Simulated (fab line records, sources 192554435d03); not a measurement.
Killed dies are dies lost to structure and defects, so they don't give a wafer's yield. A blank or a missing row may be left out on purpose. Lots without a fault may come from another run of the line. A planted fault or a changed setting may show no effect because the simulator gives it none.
Chamber matching | flow n5_finfet | N5_BEOL_M11_ETCH_66 on rie_diel-02: 4 sister chambers
The step etches SOC in N2/H2, target depth 120 nm, overetch 24 nm, time 180 s. 14 wafers are shown with their chamber, then 7 later ones without.

WAFERS WITH THEIR CHAMBER
wafer  | chamber | showerhead_plenum_p_Torr (Torr) | drypump_motor_current_A (A) | oes_product_au (a.u.)
L074.3 | 1       | 2.48                            | 5.1                         | 0.72
L074.5 | 2       | 2.70                            | 5.8                         | 0.68
L074.6 | 3       | 2.50                            | 5.7                         | 0.71
L076.4 | 3       | 2.50                            | 5.7                         | 0.71
L076.5 | 0       | 2.52                            | 5.7                         | 0.57
L076.6 | 1       | 2.48                            | 5.1                         | 0.71
L077.2 | 0       | 2.52                            | 5.7                         | 0.57
L077.5 | 1       | 2.48                            | 5.1                         | 0.71
L077.6 | 0       | 2.52                            | 5.7                         | 0.57
L089.2 | 1       | 2.47                            | 5.1                         | 0.68
L089.5 | 0       | 2.51                            | 5.7                         | 0.55
L089.6 | 1       | 2.47                            | 5.1                         | 0.68
L092.1 | 2       | 2.68                            | 5.9                         | 0.66
L092.4 | 0       | 2.51                            | 5.8                         | 0.55

SIGNATURES (means of the wafers above)
reading                  | chamber 0 | chamber 1 | chamber 2 | chamber 3 | scatter within a chamber
showerhead_plenum_p_Torr | 2.5160    | 2.4760    | 2.6900    | 2.5000    | 0.00663
drypump_motor_current_A  | 5.720     | 5.100     | 5.850     | 5.700     | 0.0361
oes_product_au           | 0.5620    | 0.7000    | 0.6700    | 0.7100    | 0.0144
Rule: a wafer's distance from a chamber is the root of the sum, over the readings, of the square of ((its reading less the chamber's mean) divided by the reading's scatter). The wafer belongs to the nearest chamber; if the next one is less than 2 further off, it can't be placed. The scatter: the root of (the sum of the squares of (reading less its chamber's mean) over the shown wafers, divided by (wafers less chambers)).

WAFERS WITHOUT THEIR CHAMBER
wafer  | showerhead_plenum_p_Torr (Torr) | drypump_motor_current_A (A) | oes_product_au (a.u.)
L092.6 | 2.51                            | 5.8                         | 0.55
L093.1 | 2.49                            | 5.7                         | 0.67
L093.2 | 2.47                            | 5.1                         | 0.67
L093.4 | 2.51                            | 5.7                         | 0.55
L095.3 | 2.48                            | 5.7                         | 0.67
L095.5 | 2.47                            | 5.1                         | 0.67
L095.6 | 2.48                            | 5.8                         | 0.67

WHICH CHAMBER EACH WENT THROUGH
wafer  | from the rows above | in truth
L092.6 | 0                   | 0
L093.1 | 3                   | 3
L093.2 | 1                   | 1
L093.4 | 0                   | 0
L095.3 | 3                   | 3
L095.5 | 1                   | 1
L095.6 | 3                   | 3
Placed correctly: 7 of 7. Can't be placed from these rows: 0. Placed wrongly: 0.
